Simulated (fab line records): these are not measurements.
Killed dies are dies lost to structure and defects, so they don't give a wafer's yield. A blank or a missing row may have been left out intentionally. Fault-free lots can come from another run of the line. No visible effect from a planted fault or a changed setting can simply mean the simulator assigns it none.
Chamber matching -- flow nand harc -- NHARC_A_STAIRCASE_ETCH_444 on rie diel-09 has 4 sister chambers
The step etches the open film in C4F8/O2, target depth 20400 nm, time 6800 s. 4 wafers are shown with their chamber, then 7 later ones without.

== WAFERS, EACH WITH ITS CHAMBER ==
wafer,chamber,rf vpp V (V)
L251.3,3,809
L251.5,1,802
L253.2,2,804
L253.5,0,803

== WAFERS WITH NO CHAMBER GIVEN ==
wafer,rf vpp V (V)
L253.6,801
L257.1,802
L257.2,802
L257.3,809
L259.1,809
L259.5,809
L259.6,806

== WHICH CHAMBER EACH ONE RAN IN ==
wafer,from the rows above,in truth
L253.6,can't be placed: 1 or 0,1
L257.1,can't be placed: 1 or 0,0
L257.2,can't be placed: 1 or 0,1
L257.3,3,3
L259.1,3,3
L259.5,3,3
L259.6,can't be placed: 2 or 0 or 3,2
3 of 7 placed correctly. Not placeable from these rows: 4 (in 4, the candidates include the true chamber). 0 placed wrongly.
How it was worked out, from the rows above alone: a wafer's distance from a chamber is the root of the sum, over the readings, of the square of ((its reading less the chamber's mean) divided by the reading's scatter). If the next closest chamber is less than 2 further off than the closest, the wafer can't be placed; otherwise it belongs to the closest. For every chamber, the mean is computed from those of its wafers that are shown. The scatter: with one shown wafer a chamber, the root of the mean of the squares of how far each hidden wafer lies from its nearest shown one.
